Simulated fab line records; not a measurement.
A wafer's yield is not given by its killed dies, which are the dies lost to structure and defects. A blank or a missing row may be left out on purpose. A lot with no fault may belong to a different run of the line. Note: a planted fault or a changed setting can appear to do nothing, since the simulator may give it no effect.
The tool behind it: which one? | flow nand_harc | 13 lots, 38 wafers sampled, at 6 steps of a route of 1302

== WHAT THE GAUGES READ, wafer by wafer ==
NHARC_A_CHANNEL_HOLE_D1_OVL_MEAS_11.
lot  | measured     | on         | overlay_x_nm (nm) | overlay_y_nm (nm)
L271 | day 8 18:46  | overlay-02 | 0.5 0.5 0.4       | 0.7 0.9 1.5
L270 | day 8 19:24  | overlay-01 | 0.2 0.2 0.6       | -0.5 -0.2 0.0
L275 | day 10 14:44 | overlay-01 | -0.2 0.1          | -0.3 -0.5
L278 | day 12 06:37 | overlay-01 | 0.5 0.3 0.0       | 0.0 0.5 0.4
L285 | day 14 08:28 | overlay-02 | -0.3 -0.7 -0.5    | -0.9 -1.1 -0.6
L284 | day 14 09:32 | overlay-01 | 0.5 0.7 0.9       | 1.2 0.7 1.1
L287 | day 15 13:34 | overlay-01 | -0.3 -0.3 0.0     | -0.4 0.1 -1.0
L288 | day 16 09:33 | overlay-02 | 0.2 0.3 0.3       | 0.3 0.6 0.3
L289 | day 16 11:38 | overlay-02 | -0.3 0.0 -0.2     | 1.1 0.3 0.6
L290 | day 16 19:55 | overlay-01 | -0.4 -1.3 -0.7    | 0.2 -0.6 0.0
L292 | day 17 07:44 | overlay-01 | -0.5 -0.4 -0.6    | 0.2 0.7 1.2
L291 | day 17 08:49 | overlay-02 | -1.0 -1.0 -0.6    | -0.3 -0.6 0.1
L293 | day 18 01:42 | overlay-01 | 0.0 -0.4 -0.4     | -0.1 0.0 0.5

NHARC_A_ONON_D2_THK_MEAS_05: measures by ellipsometry.
lot  | measured     | on            | thk_nm (nm)
L271 | day 12 13:27 | film_metro-01 | 1014 1011 1014
L270 | day 12 13:16 | film_metro-02 | 1008 1008 1010
L275 | day 15 07:43 | film_metro-01 | 563 990
L278 | day 16 05:28 | film_metro-02 | 1007 580 580
L285 | day 18 05:53 | film_metro-02 | 1022 1022 1024
L284 | day 18 05:43 | film_metro-01 | 1000 1000 1000
L287 | day 19 11:13 | film_metro-02 | 999 999 999
L288 | day 20 07:24 | film_metro-01 | 1000 998 1000
L289 | day 20 07:35 | film_metro-02 | 1005 1004 1002
L290 | day 20 22:08 | film_metro-02 | 1001 1001 1004
L292 | day 21 07:25 | film_metro-01 | 1008 1008 1007
L291 | day 21 07:20 | film_metro-01 | 1010 1007 1008
L293 | day 21 23:01 | film_metro-02 | 1008 1006 1008

NHARC_END_SORT_01.
lot  | measured     | on        | killed_at_array | killed_at_other | killed_at_periphery | killed_dies | killed_open | killed_short
L275 | day 27 06:32 | prober-01 | 674 83          | 0 1             | 3 2                 | 677 86      | 3 3         | 1 1
L278 | day 28 05:53 | prober-02 | 80 675 672      | 0 0 3           | 4 2 2               | 84 677 677  | 6 1 3       | 5 3 1

== WHAT TOOL EACH LOT RAN ON (gives the tool, then ch and the chambers of the sampled wafers, and finally the start) ==
lot  | NHARC_A_CHANNEL_FILL_D1_ETCHBACK_08           | NHARC_A_DECK1_JOINT_ETCHBACK_07  | NHARC_A_ONON_D2_DEP_03
L271 | rie_diel-13 ch 0,1, day 11 02:41 or earlier   | rie_si-04 ch 0,2,3, day 11 02:41 | pecvd_onon-04 ch 0, day 12 13:03
L270 | rie_diel-02 ch 0,3, day 11 02:42 or earlier   | rie_si-03 ch 0,2,3, day 11 02:42 | pecvd_onon-02 ch 0, day 12 12:48
L275 | rie_diel-02 ch 2, day 12 22:27 or earlier     | rie_si-02 ch 1,2, day 12 22:27   | pecvd_onon-04 ch 0, day 15 07:16
L278 | rie_diel-03 ch 1,2,3, day 14 15:03 or earlier | rie_si-03 ch 0,1,2, day 14 15:03 | pecvd_onon-04 ch 0, day 16 04:58
L285 | rie_diel-03 ch 1,2,3, day 16 16:34 or earlier | rie_si-03 ch 0,2,3, day 16 16:34 | pecvd_onon-02 ch 0, day 18 05:23
L284 | rie_diel-13 ch 0,2,3, day 16 16:32 or earlier | rie_si-02 ch 0,2,3, day 16 16:32 | pecvd_onon-01 ch 0, day 18 05:13
L287 | rie_diel-03 ch 1,2, day 17 21:53 or earlier   | rie_si-04 ch 1,2,3, day 17 21:53 | pecvd_onon-04 ch 0, day 19 10:42
L288 | rie_diel-13 ch 0,2, day 18 19:17 or earlier   | rie_si-02 ch 0,2, day 18 19:17   | pecvd_onon-04 ch 0, day 20 06:53
L289 | rie_diel-03 ch 0,2,3, day 18 19:19 or earlier | rie_si-03 ch 0,1,2, day 18 19:19 | pecvd_onon-01 ch 0, day 20 07:11
L290 | rie_diel-02 ch 1,2, day 19 06:38 or earlier   | rie_si-03 ch 0,1,3, day 19 06:38 | pecvd_onon-02 ch 0, day 20 21:41
L292 | rie_diel-02 ch 0,1, day 19 21:14 or earlier   | rie_si-04 ch 0,1, day 19 21:14   | pecvd_onon-02 ch 0, day 21 06:58
L291 | rie_diel-03 ch 0,2,3, day 19 21:16 or earlier | rie_si-03 ch 0,2,3, day 19 21:16 | pecvd_onon-01 ch 0, day 21 06:57
L293 | rie_diel-13 ch 0,1,3, day 20 11:37 or earlier | rie_si-04 ch 0,1,3, day 20 11:37 | pecvd_onon-01 ch 0, day 21 22:34
- NHARC_A_CHANNEL_FILL_D1_ETCHBACK_08: etches the open film in C4F8, target depth 220 nm, time 110 s.
- NHARC_A_DECK1_JOINT_ETCHBACK_07: etches the open film in HBr, target depth 105 nm, time 26.9 s.
- NHARC_A_ONON_D2_DEP_03: target thk 1000 nm.

== AS READ BY THE TOOLS THEMSELVES (means over the sampled wafers that have a number; for cases with no such wafer, the mark the record gives instead) ==
NHARC_A_CHANNEL_FILL_D1_ETCHBACK_08.
lot  | tool        | oes_product_au (a.u.) | rf_vpp_V (V)
L271 | rie_diel-13 | 0.99                  | 438
L270 | rie_diel-02 | 1.00                  | 444
L275 | rie_diel-02 | 0.97                  | 444
L278 | rie_diel-03 | 0.99                  | 439
L285 | rie_diel-03 | 0.92                  | 439
L284 | rie_diel-13 | 1.00                  | 437
L287 | rie_diel-03 | 0.99                  | 440
L288 | rie_diel-13 | 1.01                  | 438
L289 | rie_diel-03 | 0.92                  | 438
L290 | rie_diel-02 | 0.99                  | 443
L292 | rie_diel-02 | 0.92                  | 444
L291 | rie_diel-03 | 0.92                  | 437
L293 | rie_diel-13 | 0.93                  | 438

NHARC_A_DECK1_JOINT_ETCHBACK_07.
lot  | tool      | drypump_motor_current_A (A) | oes_product_au (a.u.) | throttle_valve_pct (%)
L271 | rie_si-04 | 6.2                         | 1.009                 | 23.267
L270 | rie_si-03 | 6.0                         | 0.990                 | 23.275
L275 | rie_si-02 | 5.8                         | 0.988                 | 23.258
L278 | rie_si-03 | 6.1                         | 0.997                 | 23.260
L285 | rie_si-03 | 6.0                         | 0.998                 | 23.272
L284 | rie_si-02 | 5.5                         | 1.000                 | 23.274
L287 | rie_si-04 | 5.8                         | 1.001                 | 23.268
L288 | rie_si-02 | 5.3                         | 1.002                 | 23.262
L289 | rie_si-03 | 6.1                         | 0.999                 | 23.264
L290 | rie_si-03 | 6.1                         | 0.990                 | 23.263
L292 | rie_si-04 | 5.6                         | 0.987                 | 23.266
L291 | rie_si-03 | 6.0                         | 0.991                 | 23.268
L293 | rie_si-04 | 5.8                         | 0.992                 | 23.264

NHARC_A_ONON_D2_DEP_03.
lot  | tool          | nh3_flow_sccm (sccm)
L271 | pecvd_onon-04 | 501.2
L270 | pecvd_onon-02 | 499.2
L275 | pecvd_onon-04 | 501.0
L278 | pecvd_onon-04 | 500.5
L285 | pecvd_onon-02 | 501.2
L284 | pecvd_onon-01 | 499.5
L287 | pecvd_onon-04 | 497.8
L288 | pecvd_onon-04 | 500.0
L289 | pecvd_onon-01 | 499.2
L290 | pecvd_onon-02 | 500.1
L292 | pecvd_onon-02 | 500.4
L291 | pecvd_onon-01 | 497.3
L293 | pecvd_onon-01 | 501.9

== THE ANSWER, worked out from the rows above alone ==
Rule: the lots themselves supply what counts as usual. The widest of any qualifying gaps counts: lots, ordered by their means at a reading, are off when they make up no more than a third of the lots, leave a main group of 4 or more, and stand apart from it by 3 or more times the standard deviation of that group's means. The tables above print the reading to a certain number of digits; a main group whose means all agree to those digits is not used. Also off: a lot with no number at a reading for which 4 or more lots have one. Any other lot the step has rows for is counted as sound. The gauges are gone through in route order, then the tools' own readings, and for those a lot's mean is taken as printed above. The first step at which some lot is off is used, and at that step the reading that is off furthest; a lot without a number counts as furthest.
Off: L275, L278 (NHARC_A_ONON_D2_THK_MEAS_05, thk_nm). For the main group the mean is 1007 nm and the standard deviation 6.7.
A tool fits if, at a process step before that reading, it ran every lot that is off, and no sound lot after the first of them. Gauges at NHARC_A_ONON_D2_THK_MEAS_05: tried the same way as those tools. With no start given for some of its lots, NHARC_A_CHANNEL_FILL_D1_ETCHBACK_08 uses the hours and lot order of NHARC_A_DECK1_JOINT_ETCHBACK_07. None of those tried fits.

== WHAT THE SIMULATOR HAD PUT IN ==
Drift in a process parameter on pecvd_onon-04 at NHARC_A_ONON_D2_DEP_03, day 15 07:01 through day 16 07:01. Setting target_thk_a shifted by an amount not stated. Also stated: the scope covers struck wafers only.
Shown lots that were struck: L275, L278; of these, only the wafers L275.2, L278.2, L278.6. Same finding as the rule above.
